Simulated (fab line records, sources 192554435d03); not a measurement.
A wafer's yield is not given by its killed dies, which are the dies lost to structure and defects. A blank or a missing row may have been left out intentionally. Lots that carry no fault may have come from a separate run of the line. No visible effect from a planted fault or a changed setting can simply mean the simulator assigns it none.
Code-filled problem report in 8D (eight disciplines) form	flow n5_finfet	the parts of the form that need people (team, actions taken, sign-off) are left out

== 1. WHAT WENT WRONG ==
Wafers without a fault read 363.7 W with a standard deviation of 1.8, while rf_fwd_power_W at N5_MOL_CONTACT_COAG_CONTACT_ETCH_14 averages 450.0 W across 2 wafers of 1 lot. That is +48 standard deviations from the usual mean.
The step: etches SiO2 in C4F6/O2, target depth 27.5 nm, overetch 8.5 nm, time 20 s.
First observed at day 6 10:12: wafer L769.1, on rie_diel-05. Wafers with a number at this step in the record: 15, from 5 lots. Rule for "out", or "out of limits": more than 4 standard deviations from the usual mean. All remaining wafers that have a number are taken as sound.

== 2. WHAT IT IS; WHAT IT IS NOT ==
question	is	is not
which readings at this step	rf_fwd_power_W, rf_vpp_V	drypump_motor_current_A, oes_ar_750_au, oes_product_au, showerhead_plenum_p_Torr, throttle_valve_pct
which lots	L769	L762, L768, L783, L785
which wafers of those lots	L769.1, L769.6	L769.4
read on which tools	rie_diel-05	rie_diel-04
when	from day 6 10:12	up to then (7 sound wafers); but 6 sound wafers of L783, L785 came after

== 3. SUSPECTS, AND WHAT RULES EACH OUT ==
Counting: a tool at a process step up to the reading stays a suspect if it ran every lot that is out. Sound lots after the first of them don't rule it out here, since some wafers of a struck lot are sound.
- rie_diel-05 at N5_MOL_CONTACT_COAG_DESCUM_13 (chemistry O2, time 7 s): kept. It ran the lot that is out, L769 (day 6 10:01).
- rie_diel-05 at N5_MOL_CONTACT_COAG_ETCH_59 (etches underlayer in N2/H2, target depth 13 nm, time 10.4 s): kept. It ran the lot that is out, L769 (day 6 10:03).
- rie_diel-05 at N5_MOL_CONTACT_COAG_ETCH_105 (etches SiARC in CF4, target depth 15.6 nm, time 26 s): kept. It ran the lot that is out, L769 (day 6 10:04).
- rie_diel-05 at N5_MOL_CONTACT_COAG_ETCH_106 (etches SOC in N2/H2, target depth 80 nm, overetch 16 nm, time 120 s): kept. It ran the lot that is out, L769 (day 6 10:06).
- rie_diel-05 at N5_MOL_CONTACT_COAG_CONTACT_ETCH_14 (etches SiO2 in C4F6/O2, target depth 27.5 nm, overetch 8.5 nm, time 20 s): kept. It ran the lot that is out, L769 (day 6 10:12). Out on those wafers are its own readings of rf_fwd_power_W, rf_vpp_V.
- Within rie_diel-05 at N5_MOL_CONTACT_COAG_DESCUM_13, the wafers that are out were processed in chamber 3 and their sound lot-mates in chamber 1.
- Within rie_diel-05 at N5_MOL_CONTACT_COAG_ETCH_59, the wafers that are out were processed in chamber 3 and their sound lot-mates in chamber 1.
- Within rie_diel-05 at N5_MOL_CONTACT_COAG_ETCH_105, the wafers that are out were processed in chamber 3 and their sound lot-mates in chamber 1.
- Within rie_diel-05 at N5_MOL_CONTACT_COAG_ETCH_106, the wafers that are out were processed in chamber 3 and their sound lot-mates in chamber 1.
- Within rie_diel-05 at N5_MOL_CONTACT_COAG_CONTACT_ETCH_14, the wafers that are out were processed in chamber 3 and their sound lot-mates in chamber 1.
Left after counting: rie_diel-05 at N5_MOL_CONTACT_COAG_DESCUM_13, rie_diel-05 at N5_MOL_CONTACT_COAG_ETCH_59, rie_diel-05 at N5_MOL_CONTACT_COAG_ETCH_105, rie_diel-05 at N5_MOL_CONTACT_COAG_ETCH_106, rie_diel-05 at N5_MOL_CONTACT_COAG_CONTACT_ETCH_14.

== 4. THE CAUSE (what the simulator had put in) ==
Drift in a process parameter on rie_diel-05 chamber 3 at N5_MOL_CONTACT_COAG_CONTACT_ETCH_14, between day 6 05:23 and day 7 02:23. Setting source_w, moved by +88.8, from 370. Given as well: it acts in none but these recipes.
This tool is one of the 5 suspects left after counting.

== 5. THE CHAIN OF EFFECTS, in route order ==
Each row: a reading where the mean over the struck wafers with a number is more than 3 standard deviations away from the usual. Only readings for which the record gives a usual standard deviation are gone through. hours: the time from each lot's start at the first step in this table that gives one to its start at this step, as a median over the lots. sigmas: the change in usual standard deviations.
hours	step	reading	usual	on struck wafers	change	sigmas
0	N5_MOL_CONTACT_COAG_CONTACT_ETCH_14	rf_fwd_power_W	363.7 W	450.0	+86.3	+48
0	N5_MOL_CONTACT_COAG_CONTACT_ETCH_14	rf_vpp_V	693 V	652	-42	-12
Here are the process steps it includes:
- N5_MOL_CONTACT_COAG_CONTACT_ETCH_14: etches SiO2 in C4F6/O2, target depth 27.5 nm, overetch 8.5 nm, time 20 s.
At these later measuring or inspecting steps, every struck wafer for which the step has a row has a number for every such reading, and none has moved that far: N5_BEOL_M4_RC_MEAS_101.

== 6. HOW IT WOULD HAVE BEEN CAUGHT EARLIER ==
First out-of-limits reading in this record: day 6 10:12, which is 5 hours after fault onset at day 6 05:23.
